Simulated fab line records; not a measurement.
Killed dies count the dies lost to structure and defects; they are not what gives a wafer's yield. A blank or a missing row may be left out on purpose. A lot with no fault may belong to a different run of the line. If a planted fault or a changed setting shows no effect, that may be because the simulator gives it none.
A struck lot beside a sound one ; flow n5 finfet ; 26 out of 1938 route steps
Sound: the wafers L797.3, L797.4, L797.5. The struck wafers were L792.1, L792.2, L792.5. The cause is named last.
Each step with rows lists, per side, the tool, then ch with its chambers, then its first start. Under that, the readings that differ: sound wafers ; struck wafers ; difference of the means ; sigmas: that difference in standard deviations of wafers without a fault.
alike: same words and numbers on both sides, and readings whose means sit less than 2 such deviations apart. not compared: any withheld reading, any reading some wafer has no value for, any bound like >300 that may hide the same value, and any number with overlapping values for which the record gives no deviation.
Wherever a step has rows on one side only, a row that says differs or no value, or a row with sigmas, the two part there. Non-overlapping numbers with no deviation appear without sigmas and do not part them. A reading that every wafer of one side lacks parts them only if that side has two wafers or more.

first, 10 steps without rows for these wafers: N5_BEOL_M2_DESCUM_16 (chemistry O2, time 7 s); N5_BEOL_M2_ETCH_74 (etches underlayer in N2/H2, target depth 6.5 nm, time 5.2 s); N5_BEOL_M2_ETCH_63 (etches SiARC in CF4, target depth 15.6 nm, time 26 s); N5_BEOL_M2_ETCH_64 (etches SOC in N2/H2, target depth 75 nm, overetch 22.5 nm, time 121.9 s); N5_BEOL_M2_STRIP_65 (strips in N2/H2); N5_BEOL_M2_STRIP_75 (strips in N2/H2); N5_BEOL_M2_STRIP_66 (strips in CF4); N5_BEOL_M2_HM_OPEN_17 (chemistry Cl2/BCl3, target TiN, target depth 20 nm, overetch 6 nm); N5_BEOL_M2_STRIP_19 (strips in O2); N5_BEOL_M2_COAT_67 (time 60 s, resist thk 60 nm).
N5_BEOL_M2_COAT_68: time 60 s, resist thk 12 nm.
  sound on litho track-02 ch 0, day 12 07:59; struck on litho track-04 ch 0, day 11 05:20
reading;sound;struck;difference;sigmas
spin speed rpm (rpm);1501.1 1500.3 1500.7;1591.2 1591.7 1591.8;+90.9;+95
model.SiARC_of_BEOL_M2_COAT_68.thk nm (nm);12 12 12;11.6 11.6 11.6;-0.4;
then, 9 steps without rows for these wafers: N5_BEOL_M2_COAT_76 (time 60 s, resist thk 5 nm); N5_BEOL_M2_COAT_22 (resist thk 30 nm); N5_BEOL_M2_EBR_24; N5_BEOL_M2_SOFTBAKE_23 (time 60 s); N5_BEOL_M2_EXPOSE_25 (exposes mask V1, defocus 5 nm); N5_BEOL_M2_PEB_26 (peb time 60 s); N5_BEOL_M2_DEVELOP_27 (develop time 30 s); N5_BEOL_M2_DESCUM_33 (chemistry O2, time 7 s); N5_BEOL_M2_ETCH_77 (etches underlayer in N2/H2, target depth 6.5 nm, time 5.2 s).
N5_BEOL_M2_ETCH_69: etches SiARC in CF4, target depth 15.6 nm, time 26 s.
  sound on rie diel-01 ch 0,2,3, day 12 08:27; struck on rie diel-04 ch 0,2, day 11 05:49
reading;sound;struck;difference;sigmas
model.etch.depth nm (nm);12.03 11.97 11.97;11.66 11.68 11.64;-0.33;
  alike: drypump motor current A, etch rf on time s, oes product au, rf vpp V, showerhead plenum p Torr, throttle valve pct
  not compared: rf hours counter h
then, 1 step without rows for these wafers: N5_BEOL_M2_ALD_98 (deposits SiO2, target thk 2.5 nm, pulse time 1 s, co reactant pulse time 1 s).
N5_BEOL_M2_ETCHBACK_99: etches SiO2 in CHF3, target depth 5 nm, time 10.4 s.
  sound on rie diel-04 ch 0,1,3, day 14 05:11; struck on rie diel-03 ch 0,1,2, day 12 19:35
reading;sound;struck;difference;sigmas
model.CAR-EUV_of_BEOL_M2_COAT_22.thk nm (nm);10.2 10.4 10.4;10.8 10.8 10.8;+0.5;
  alike: drypump motor current A, oes product au, rf vpp V, showerhead plenum p Torr, throttle valve pct
  not compared: rf hours counter h
then, 1 step without rows for these wafers: N5_BEOL_M2_ETCH_70 (etches SOC in N2/H2, target depth 80 nm, overetch 24 nm, time 130 s).
N5_BEOL_M4_RC_MEAS_101:
  sound on prober-02 ch 0, day 17 05:08; struck on prober-01 ch 0, day 14 17:26
  alike: DIBL_N, DIBL_P, IOFF_N, IOFF_P, ION_N, ION_P, SS_N, SS_P, VT_N, VT_P
-- a jump in the record: the struck wafers' starts before and after are 5 days apart (it breaks off in module BEOL_M4 and resumes in module PASSIVATION, where the first step shown is number 1936 of the route) --
N5_PASSIVATION_PROBE_49:
  sound: prober-02 at day 21 16:16; struck: prober-01 at day 19 15:45
  alike: defect limited yield, killed_at_M0_to_M3, killed_at_M4_up, killed at contacts, killed at front end, killed at other, killed dies, killed open, killed short, sort_bin_5_function, sort_bin_6_memory, sort n pass, sort yield pct

## WHERE THEY PART
Only at N5_BEOL_M2_COAT_68, as far as this record shows. Later steps at which nothing parts them and some readings are alike: N5_BEOL_M2_ETCH_69, N5_BEOL_M2_ETCHBACK_99, N5_BEOL_M4_RC_MEAS_101, N5_PASSIVATION_PROBE_49.

WHY: what the simulator had put in
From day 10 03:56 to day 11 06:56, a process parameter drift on litho track-04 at N5_BEOL_M2_COAT_68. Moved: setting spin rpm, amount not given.
